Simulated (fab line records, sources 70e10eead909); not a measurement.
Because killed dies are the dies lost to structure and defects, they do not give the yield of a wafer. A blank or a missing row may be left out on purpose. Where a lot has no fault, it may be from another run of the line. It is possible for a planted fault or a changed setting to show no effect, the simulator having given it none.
Matching of chambers / flow nand-harc / NHARC_A_STAIRCASE_ETCH_253 on rie-diel-04: 4 sister chambers
The step etches the open film in C4F8/O2, target depth 50 nm, time 20.2 s. 24 wafers are shown with their chamber, then 12 later ones without.

## EACH WAFER AND ITS CHAMBER
wafer=L076.2; chamber=3; rf-vpp-V (V)=908; oes-product-au (a.u.)=0.948
wafer=L076.4; chamber=2; rf-vpp-V (V)=899; oes-product-au (a.u.)=0.952
wafer=L076.5; chamber=0; rf-vpp-V (V)=896; oes-product-au (a.u.)=0.960
wafer=L077.1; chamber=0; rf-vpp-V (V)=894; oes-product-au (a.u.)=0.919
wafer=L077.2; chamber=2; rf-vpp-V (V)=898; oes-product-au (a.u.)=0.927
wafer=L077.3; chamber=1; rf-vpp-V (V)=892; oes-product-au (a.u.)=0.931
wafer=L078.1; chamber=0; rf-vpp-V (V)=893; oes-product-au (a.u.)=0.923
wafer=L078.2; chamber=2; rf-vpp-V (V)=899; oes-product-au (a.u.)=0.932
wafer=L078.3; chamber=3; rf-vpp-V (V)=905; oes-product-au (a.u.)=0.903
wafer=L079.2; chamber=3; rf-vpp-V (V)=905; oes-product-au (a.u.)=0.924
wafer=L079.4; chamber=1; rf-vpp-V (V)=893; oes-product-au (a.u.)=0.980
wafer=L079.5; chamber=1; rf-vpp-V (V)=894; oes-product-au (a.u.)=0.968
wafer=L082.1; chamber=3; rf-vpp-V (V)=906; oes-product-au (a.u.)=0.915
wafer=L082.2; chamber=1; rf-vpp-V (V)=893; oes-product-au (a.u.)=0.946
wafer=L082.6; chamber=3; rf-vpp-V (V)=905; oes-product-au (a.u.)=0.914
wafer=L093.3; chamber=1; rf-vpp-V (V)=892; oes-product-au (a.u.)=0.972
wafer=L093.5; chamber=2; rf-vpp-V (V)=898; oes-product-au (a.u.)=0.968
wafer=L093.6; chamber=1; rf-vpp-V (V)=891; oes-product-au (a.u.)=0.976
wafer=L092.1; chamber=0; rf-vpp-V (V)=892; oes-product-au (a.u.)=0.949
wafer=L092.3; chamber=2; rf-vpp-V (V)=897; oes-product-au (a.u.)=0.962
wafer=L092.5; chamber=0; rf-vpp-V (V)=890; oes-product-au (a.u.)=0.942
wafer=L094.2; chamber=0; rf-vpp-V (V)=892; oes-product-au (a.u.)=0.975
wafer=L094.4; chamber=1; rf-vpp-V (V)=891; oes-product-au (a.u.)=0.970
wafer=L094.5; chamber=2; rf-vpp-V (V)=896; oes-product-au (a.u.)=0.972

SIGNATURES (means of the wafers above)
reading=rf-vpp-V; chamber 0=892.83; chamber 1=892.29; chamber 2=897.83; chamber 3=905.80; scatter within a chamber=1.45
reading=oes-product-au; chamber 0=0.94467; chamber 1=0.96329; chamber 2=0.95217; chamber 3=0.92080; scatter within a chamber=0.0189
Rule: distance of a wafer from a chamber = root of the sum over the readings of ((wafer's reading minus chamber's mean) / reading's scatter) squared. The wafer belongs to the nearest chamber; if the next one is less than 2 further off, it can't be placed. How the scatter is found: for the shown wafers, subtract from each reading the mean of its chamber, square and add these, divide the total by (wafers less chambers), then take the root.

## WAFERS WITHOUT THEIR CHAMBER
wafer=L095.3; rf-vpp-V (V)=906; oes-product-au (a.u.)=0.923
wafer=L095.5; rf-vpp-V (V)=904; oes-product-au (a.u.)=0.922
wafer=L095.6; rf-vpp-V (V)=893; oes-product-au (a.u.)=0.930
wafer=L096.1; rf-vpp-V (V)=892; oes-product-au (a.u.)=0.994
wafer=L096.2; rf-vpp-V (V)=905; oes-product-au (a.u.)=0.942
wafer=L096.3; rf-vpp-V (V)=897; oes-product-au (a.u.)=0.997
wafer=L096.4; rf-vpp-V (V)=892; oes-product-au (a.u.)=0.955
wafer=L096.5; rf-vpp-V (V)=897; oes-product-au (a.u.)=0.995
wafer=L096.6; rf-vpp-V (V)=904; oes-product-au (a.u.)=0.946
wafer=L097.2; rf-vpp-V (V)=905; oes-product-au (a.u.)=0.908
wafer=L097.3; rf-vpp-V (V)=892; oes-product-au (a.u.)=0.930
wafer=L097.4; rf-vpp-V (V)=899; oes-product-au (a.u.)=0.944

## WHICH CHAMBER EACH ONE RAN IN
wafer=L095.3; from the rows above=3; in truth=3
wafer=L095.5; from the rows above=3; in truth=3
wafer=L095.6; from the rows above=can't be placed: 0 or 1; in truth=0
wafer=L096.1; from the rows above=can't be placed: 1 or 0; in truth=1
wafer=L096.2; from the rows above=3; in truth=3
wafer=L096.3; from the rows above=can't be placed: 2 or 1 or 0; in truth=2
wafer=L096.4; from the rows above=can't be placed: 1 or 0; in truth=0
wafer=L096.5; from the rows above=can't be placed: 2 or 1 or 0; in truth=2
wafer=L096.6; from the rows above=3; in truth=3
wafer=L097.2; from the rows above=3; in truth=3
wafer=L097.3; from the rows above=can't be placed: 0 or 1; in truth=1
wafer=L097.4; from the rows above=2; in truth=2
Correctly placed: 6 of 12. Not placeable from these rows: 6 (in 6, the candidates include the true chamber). Wrongly placed: 0.
